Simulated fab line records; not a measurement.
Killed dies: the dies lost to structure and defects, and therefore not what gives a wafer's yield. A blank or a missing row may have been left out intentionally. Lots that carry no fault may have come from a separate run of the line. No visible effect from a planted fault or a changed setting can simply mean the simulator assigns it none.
A lot that was struck, set against a sound lot    flow nand harc    15 steps out of a route of 1302
Sound: these wafers, L355.3, L355.4, L355.5. Struck: wafers L360.1, L360.3, L360.5. The cause comes at the end.
At each step with rows: each side's tool, then ch and its chambers, then its first start. Under that, the readings that differ: sound wafers    struck wafers    difference of the means    sigmas: that difference in standard deviations of wafers without a fault.
alike: readings with means less than 2 such deviations apart, plus words and numbers identical on both sides. not compared: withheld readings, readings lacking a value on some wafer, bounds such as >300 that could conceal the same value, and numbers that have no deviation in the record and whose values overlap.
The two part at a step that has a row with sigmas, a row that says differs or no value, or rows on one side only. Numbers that have no deviation but don't overlap get no sigmas and don't part them. A reading missing from all wafers of one side parts the sides only when that side holds two or more wafers.

first, 5 steps without rows for these wafers: NHARC_P_GATE_SOFTBAKE_21 (time 55 s); NHARC_P_GATE_EBR_22; NHARC_P_GATE_EXPOSE_23 (exposes mask P GATE, target cd 120 nm); NHARC_P_GATE_PEB_24 (peb time 65 s); NHARC_P_GATE_DEVELOP_25 (develop time 35 s).
NHARC_P_GATE_CD_MEAS_26: the cd target is 120 nm.
  sound on cd sem-03 ch 0, day 8 13:22; struck on cd sem-02 ch 0, day 11 02:40
  alike: cd nm
NHARC_P_GATE_OVL_MEAS_27:
  struck on overlay-02, day 11 02:45; sound on overlay-01, day 8 13:26
  alike: overlay x nm, overlay y nm
NHARC_P_GATE_INSPECT_28:
  struck on defect inspect-01, day 11 02:47; sound on defect inspect-01, day 8 13:29
  alike: raw defect count
NHARC_P_GATE_DESCUM_31: chemistry O2, time 3 s.
  sound on rie diel-03 ch 0,1,2, day 8 13:34; struck on rie diel-03 ch 0,1,2, day 11 02:50
reading       sound           struck          difference  sigmas
rf vpp V (V)  58.2 59.1 58.5  56.9 56.8 56.6  -1.8        -2
  alike: drypump motor current A, oes product au, showerhead plenum p Torr, throttle valve pct
  not compared: rf hours counter h
NHARC_P_GATE_ETCH_104: etches the open film in CF4/CHF3, target depth 60 nm.
  sound on rie diel-03 ch 1,2, day 8 13:38; struck on rie diel-03 ch 2,3, day 11 02:56
reading     sound              struck             difference  sigmas
bias w (W)  201.7 200.2 200.4  199.8 199.0 199.1  -1.5        -2
  alike: cf4 flow sccm, drypump motor current A, oes product au, rf vpp V, showerhead plenum p Torr, throttle valve pct
NHARC_P_GATE_HM_OPEN_105: chemistry O2/COS, target depth 360 nm.
  sound: rie diel-03 ch 0,3; struck: rie diel-03 ch 0,3
  alike: drypump motor current A, oes product au, rf vpp V, showerhead plenum p Torr, throttle valve pct
  not compared: rf hours counter h
then, 1 step without rows for these wafers: NHARC_P_GATE_STRIP_106 (strips in O2/COS).
NHARC_P_GATE_ETCH_114: etches the open film in CF4/O2, target depth 30 nm, overetch 3 nm, time 16.5 s.
  sound on rie diel-03 ch 0,1,3, day 8 13:00; struck on rie diel-03 ch 0,1,3, day 11 03:00
  no value came back on the struck wafers for any of 7 readings (bias w (W), cf4 flow sccm (sccm) and others); on the sound wafers bias w (W) reads 100.2 100.1 100.1
  not compared: rf hours counter h
NHARC_P_GATE_ETCH_32: etches the open film in HBr/Cl2, target depth 150 nm, time 100.1 s.
  sound on rie si-06 ch 0,2,3, day 8 14:00; struck on rie si-05 ch 1,2,3, day 11 03:20
  alike: bias w, chamber pressure mTorr, drypump motor current A, hbr flow sccm, oes product au, throttle valve pct
  not compared: rf hours counter h
-- break in the record here, with 19 days between the starts of the struck wafers on either side (left off in module P_GATE, picked up again in module END, where the first step shown is number 1302 on the route) --
NHARC_END_SORT_01:
  sound on prober-02 ch 0, day 27 17:40; struck on prober-01 ch 0, day 29 22:14
reading              sound     struck                                                                difference                    sigmas
hold                 - - -     await dispo/5.8h/scrap await dispo/5.8h/scrap await dispo/5.8h/scrap  no value on the sound wafers  
killed at periphery  0 1 2     626 633 621                                                           +626                          +99 or more
killed dies          55 63 56  677 677 677                                                           +619                          +39
  alike: killed at array, killed at other, killed open, killed short

== WHERE THEY PART ==
Earliest at NHARC_P_GATE_DESCUM_31; latest, in this record, at NHARC_END_SORT_01.

WHY: what the simulator had put in
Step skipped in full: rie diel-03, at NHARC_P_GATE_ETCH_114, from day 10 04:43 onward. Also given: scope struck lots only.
